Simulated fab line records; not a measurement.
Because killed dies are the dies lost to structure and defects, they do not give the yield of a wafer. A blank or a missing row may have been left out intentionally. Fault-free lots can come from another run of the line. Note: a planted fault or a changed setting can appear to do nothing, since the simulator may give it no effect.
Which of the tools did it? ; flow n5 finfet ; 26 wafers from 10 lots sampled at 6 of the route's 1938 steps

== WHAT EACH GAUGE READ, for each wafer ==
N5_FIN_CUT_CD_MEAS_08 targets a cd of 29.1 nm.
lot;measured;on;cd nm (nm)
L891;day 2 15:07;cd sem-02;28.88 28.97
L892;day 2 21:10;cd sem-02;29.26 28.98 29.50
L899;day 4 16:35;cd sem-03;30.55 31.04 30.89
L900;day 4 22:16;cd sem-02;30.24 29.85 30.03
L902;day 5 09:23;cd sem-01;29.49 29.10 29.22
L905;day 6 03:47;cd sem-02;29.71 29.27 29.15
L907;day 6 14:55;cd sem-03;29.36 29.10
L908;day 6 19:53;cd sem-03;29.08 29.44 29.28
L909;day 7 02:23;cd sem-01;29.53 29.03
L911;day 7 14:44;cd sem-03;29.12 28.79

N5_BEOL_M4_RC_MEAS_101.
lot;measured;on;DIBL_N (mV/V);DIBL_P (mV/V);IOFF_N (nA/um);IOFF_P (nA/um);ION_N (uA/um);ION_P (uA/um);SS_N (mV/dec);SS_P (mV/dec);VT_N (mV);VT_P (mV)
L891;day 8 04:13;prober-01;32.7 35.3;32.0 35.6;0.112 0.149;0.15 0.19;668 671;454 462;70.4 71.5;72.0 72.9;253 249;-257 -253
L892;day 9 01:31;prober-01;37.0 38.2 39.1;35.5 37.4 37.2;0.146 0.175 0.185;0.23 0.26 0.27;678 678 683;464 474 467;71.7 71.3 72.3;72.9 73.4 73.3;249 247 247;-247 -245 -243
L899;day 10 22:34;prober-01;35.6 36.8 35.2;36.5 39.4 38.0;0.143 0.181 0.152;0.18 0.22 0.20;679 694 671;462 470 458;71.3 72.5 72.0;73.0 73.3 72.7;252 249 250;-257 -252 -255
L900;day 10 19:08;prober-01;37.4 38.4 36.8;38.2 39.4 37.8;0.186 0.207 0.172;0.24 0.26 0.22;688 691 670;468 466 456;72.0 71.6 71.4;74.0 74.6 74.6;246 246 249;-251 -249 -252
L902;day 11 02:11;prober-01;37.0 36.2 37.1;36.9 37.5 37.5;0.165 0.169 0.171;0.19 0.20 0.20;680 685 691;460 469 471;72.2 71.6 72.1;73.3 73.2 74.1;249 251 249;-254 -252 -256
L905;day 12 13:32;prober-01;35.6 36.2 33.8;35.3 35.9 34.1;0.145 0.151 0.119;0.19 0.20 0.16;679 674 669;464 459 461;71.6 71.7 70.7;72.9 73.0 71.9;250 250 253;-253 -252 -253
L907;day 12 16:46;prober-01;36.1 34.9;36.7 35.5;0.142 0.133;0.19 0.18;666 673;457 463;71.4 71.2;73.5 72.8;254 252;-251 -251
L908;day 12 16:40;prober-02;35.7 38.5 37.5;34.2 38.1 35.7;0.147 0.206 0.178;0.22 0.27 0.23;666 692 697;458 471 476;71.0 72.0 71.6;72.6 74.1 73.1;250 245 249;-248 -246 -250
L909;day 13 12:14;prober-01;33.4 32.2;31.5 30.3;0.118 0.107;0.16 0.15;669 668;455 461;71.0 69.9;72.4 72.7;252 255;-255 -254
L911;day 13 18:03;prober-01;36.7 35.5;35.4 34.4;0.172 0.151;0.21 0.20;682 684;463 465;71.5 71.0;73.3 73.7;247 246;-250 -248

== EACH LOT AND THE TOOL THAT RAN IT (in order: tool; ch and the chambers of the sampled wafers; start) ==
lot;N5_FIN_SAQP_RECESS_71;N5_FIN_SAQP_ETCH_64;N5_FIN_CUT_EXPOSE_05;N5_FIN_CUT_CUT_ETCH_27
L891;vapor etch-02 ch 0, day 2 13:04;rie si-04 ch 0,1, day 2 14:24;euv scanner-02 ch 0, day 2 14:58;rie diel-04 ch 2,3, day 2 15:43
L892;vapor etch-01 ch 0,1, day 2 19:13;rie si-06 ch 0,3, day 2 20:35;euv scanner-02 ch 0, day 2 21:02;rie diel-05 ch 1,2, day 2 21:46
L899;vapor etch-02 ch 0,1, day 4 14:55;rie si-02 ch 0,2, day 4 15:59;euv scanner-02 ch 0, day 4 16:28;rie diel-01 ch 1,2,3, day 4 17:12
L900;vapor etch-01 ch 0,1, day 4 20:13;rie si-06 ch 2,3, day 4 21:41;euv scanner-02 ch 0, day 4 22:08;rie diel-01 ch 0,1,2, day 4 22:52
L902;vapor etch-01 ch 0,1, day 5 07:44;rie si-06 ch 0,1, day 5 08:49;euv scanner-01 ch 0, day 5 09:14;rie diel-01 ch 1,3, day 5 10:19
L905;vapor etch-02 ch 0,1, day 6 01:34;rie si-04 ch 0,1,3, day 6 03:05;euv scanner-01 ch 0, day 6 03:40;rie diel-04 ch 1,2, day 6 04:24
L907;vapor etch-02 ch 0,1, day 6 13:12;rie si-04 ch 0, day 6 14:11;euv scanner-01 ch 0, day 6 14:47;rie diel-04 ch 2,3, day 6 15:38
L908;vapor etch-01 ch 0,1, day 6 18:22;rie si-04 ch 0,2,3, day 6 19:19;euv scanner-01 ch 0, day 6 19:46;rie diel-01 ch 0,1,2, day 6 20:29
L909;vapor etch-01 ch 0,1, day 7 00:46;rie si-02 ch 0,2, day 7 01:48;euv scanner-01 ch 0, day 7 02:15;rie diel-04 ch 0,3, day 7 02:59
L911;vapor etch-02 ch 0, day 7 12:56;rie si-06 ch 0,3, day 7 14:02;euv scanner-01 ch 0, day 7 14:37;rie diel-04 ch 1,3, day 7 15:20
- N5_FIN_SAQP_RECESS_71: chemistry HF/NH3, target SiO2, target depth 3 nm, afs cycles 1, sublimation time 60 s.
- N5_FIN_SAQP_ETCH_64: etches SiO2 in CF4, target depth 1.5 nm.
- N5_FIN_CUT_EXPOSE_05: exposes mask FIN CUT.
- N5_FIN_CUT_CUT_ETCH_27: etches SiO2 in CHF3/O2, target depth 4 nm, overetch 2 nm, time 4.9 s.

== AS READ BY THE TOOLS THEMSELVES (means over the sampled wafers that have a number; for cases with no such wafer, the mark the record gives instead) ==
N5_FIN_SAQP_RECESS_71.
lot;tool;drypump motor current A (A);temp c (C)
L891;vapor etch-02;6.2;29.97
L892;vapor etch-01;5.8;29.99
L899;vapor etch-02;6.2;29.99
L900;vapor etch-01;5.4;30.11
L902;vapor etch-01;5.4;29.90
L905;vapor etch-02;6.2;30.06
L907;vapor etch-02;6.2;30.05
L908;vapor etch-01;5.8;30.06
L909;vapor etch-01;5.6;29.94
L911;vapor etch-02;6.2;30.05

N5_FIN_SAQP_ETCH_64.
lot;tool;cf4 flow sccm (sccm);drypump motor current A (A);oes product au (a.u.);throttle valve pct (%)
L891;rie si-04;80.17;5.3;1.026;21.58
L892;rie si-06;80.05;6.1;0.991;21.77
L899;rie si-02;79.96;6.1;1.018;21.84
L900;rie si-06;80.11;6.1;1.010;21.88
L902;rie si-06;79.94;6.0;0.980;21.56
L905;rie si-04;79.96;5.6;1.021;21.53
L907;rie si-04;80.21;4.9;1.024;21.61
L908;rie si-04;80.04;5.6;0.992;21.61
L909;rie si-02;79.66;6.0;1.020;21.87
L911;rie si-06;80.16;6.1;0.983;21.69

N5_FIN_CUT_EXPOSE_05.
lot;tool;exposure dose mJ cm2;stage msd nm (nm)
L891;euv scanner-02;46.8;0.849
L892;euv scanner-02;46.8;0.849
L899;euv scanner-02;50.5;0.857
L900;euv scanner-02;49.8;0.860
L902;euv scanner-01;45.6;0.844
L905;euv scanner-01;45.6;0.843
L907;euv scanner-01;45.6;0.840
L908;euv scanner-01;45.6;0.840
L909;euv scanner-01;45.6;0.839
L911;euv scanner-01;45.5;0.833

N5_FIN_CUT_CUT_ETCH_27.
lot;tool;drypump motor current A (A);oes product au (a.u.);rf vpp V (V);showerhead plenum p Torr (Torr);throttle valve pct (%)
L891;rie diel-04;5.9;0.59;522;2.42;18.96
L892;rie diel-05;5.4;0.61;518;2.39;18.75
L899;rie diel-01;5.3;0.64;528;2.43;18.79
L900;rie diel-01;5.8;0.65;533;2.46;18.70
L902;rie diel-01;5.3;0.69;524;2.45;18.73
L905;rie diel-04;5.9;0.62;504;2.41;18.95
L907;rie diel-04;5.9;0.58;522;2.41;19.00
L908;rie diel-01;5.9;0.71;533;2.45;18.62
L909;rie diel-04;6.0;0.55;536;2.48;18.86
L911;rie diel-04;5.5;0.58;516;2.45;18.77

== THE ANSWER, worked out from the rows above alone ==
Rule: the usual values come from the lots themselves. The widest of any qualifying gaps counts: lots, ordered by their means at a reading, are off when they make up no more than a third of the lots, leave a main group of 4 or more, and stand apart from it by 3 or more times the standard deviation of that group's means. If all means in a main group match to the digits the tables above print for the reading, that group is not used. Also off: a lot with no number at a reading for which 4 or more lots have one. All remaining lots with rows at the step are treated as sound. Order of review: gauges by route order, followed by the tools' own readings, for which a lot's mean as printed above is used. The first step at which some lot is off is used, and at that step the reading that is off furthest; a lot without a number counts as furthest.
Off, at N5_FIN_CUT_CD_MEAS_08 on cd nm: L899, L900. For the main group the mean is 29.19 nm and the standard deviation 0.15.
A tool fits if, at a process step before that reading, it ran every lot that is off, and no sound lot after the first of them. The gauges at N5_FIN_CUT_CD_MEAS_08 aren't tried: what is off there is off at N5_FIN_CUT_EXPOSE_05 too, on other tools, and a gauge's error can't cause that. One fits: euv scanner-02 at N5_FIN_CUT_EXPOSE_05. Its last sound lot is L892 (day 2 21:02), its first lot that is off L899 (day 4 16:28): a fault that began between those two fits.
On the lots that are off, the tool's own readings at N5_FIN_CUT_EXPOSE_05 differ by more than 5 times the standard deviation of the sound lots' means, which bears it out; exposure dose mJ cm2 reads 50.1 there versus 45.9 on the sound lots.

== WHAT HAD BEEN PUT IN BY THE SIMULATOR ==
Drift in process parameters on euv scanner-02 at N5_FIN_CUT_EXPOSE_05, starting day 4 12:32. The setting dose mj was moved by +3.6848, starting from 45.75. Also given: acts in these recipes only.
Shown lots that were struck: L899, L900. The same result came from the rule above.
